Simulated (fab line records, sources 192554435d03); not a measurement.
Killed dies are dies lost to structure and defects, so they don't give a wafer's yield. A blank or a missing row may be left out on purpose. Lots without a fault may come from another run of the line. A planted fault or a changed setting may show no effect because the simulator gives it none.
Which tool did it? | flow n5_finfet | 24 lots, 72 wafers sampled, at 1 step of a route of 1938

WHAT THE GAUGES READ, wafer by wafer
N5_BEOL_M4_CD_MEAS_35: target cd 18 nm, target cd y 22.4 nm.
lot  | measured     | on        | cd_nm (nm)
L074 | day 7 20:25  | cd_sem-02 | 18.5 17.9 18.2
L075 | day 8 01:09  | cd_sem-01 | 18.2 17.7 18.2
L076 | day 8 09:19  | cd_sem-01 | 17.8 17.9 18.3
L079 | day 8 19:43  | cd_sem-03 | 18.1 17.8 17.9
L077 | day 8 21:20  | cd_sem-01 | 18.3 18.0 18.0
L078 | day 9 02:50  | cd_sem-03 | 18.1 18.2 18.7
L080 | day 9 05:55  | cd_sem-02 | 18.6 18.6 18.4
L081 | day 9 21:02  | cd_sem-03 | 17.6 18.0 18.3
L082 | day 10 04:15 | cd_sem-01 | 18.1 17.7 17.8
L083 | day 10 14:07 | cd_sem-02 | 18.1 18.2 18.7
L084 | day 11 00:10 | cd_sem-01 | 17.7 18.0 17.7
L086 | day 11 00:11 | cd_sem-02 | 17.9 17.2 18.1
L085 | day 11 04:30 | cd_sem-03 | 17.8 18.3 18.0
L087 | day 11 05:13 | cd_sem-03 | 17.6 18.1 18.3
L088 | day 11 07:34 | cd_sem-03 | 17.7 17.7 17.4
L090 | day 12 00:45 | cd_sem-01 | 17.6 17.5 18.0
L089 | day 12 06:25 | cd_sem-03 | 18.4 18.4 18.1
L091 | day 12 07:33 | cd_sem-01 | 17.8 18.3 17.6
L092 | day 12 10:06 | cd_sem-01 | 17.8 18.1 17.6
L094 | day 12 18:05 | cd_sem-02 | 18.0 17.6 18.1
L093 | day 12 18:40 | cd_sem-01 | 18.7 18.4 18.3
L095 | day 13 12:00 | cd_sem-03 | 18.6 17.8 18.0
L096 | day 13 12:28 | cd_sem-01 | 18.1 17.5 17.7
L097 | day 13 19:11 | cd_sem-02 | 17.6 18.0 17.9

WHICH TOOL RAN EACH LOT (tool, then ch and the chambers of the sampled wafers, then the start)
The record holds no process step before these readings.

WHAT THE TOOLS THEMSELVES READ (means of the sampled wafers that have a number; where no wafer has one, the mark that the record gives instead)
The record holds no such reading with a usual standard deviation.

THE ANSWER, worked out from the rows above alone
Rule: what is usual is taken from the lots themselves. Put in order of their means at a reading, lots are off if they are a third of the lots or fewer, leave a main group of 4 or more, and stand apart from it by a gap of 3 or more times the standard deviation of the main group's means; of several such gaps the widest counts. A main group whose means are all the same, to the digits that the tables above print for the reading, isn't used. A lot without any number at a reading at which 4 lots or more have one is off too. The other lots that the step has rows for count as sound. The gauges are gone through in route order, then the tools' own readings, and for those a lot's mean is taken as printed above. The first step at which some lot is off is used, and at that step the reading that is off furthest; a lot without a number counts as furthest.
No lot is off at any reading shown: from this, nothing can be told.

WHAT THE SIMULATOR HAD PUT IN
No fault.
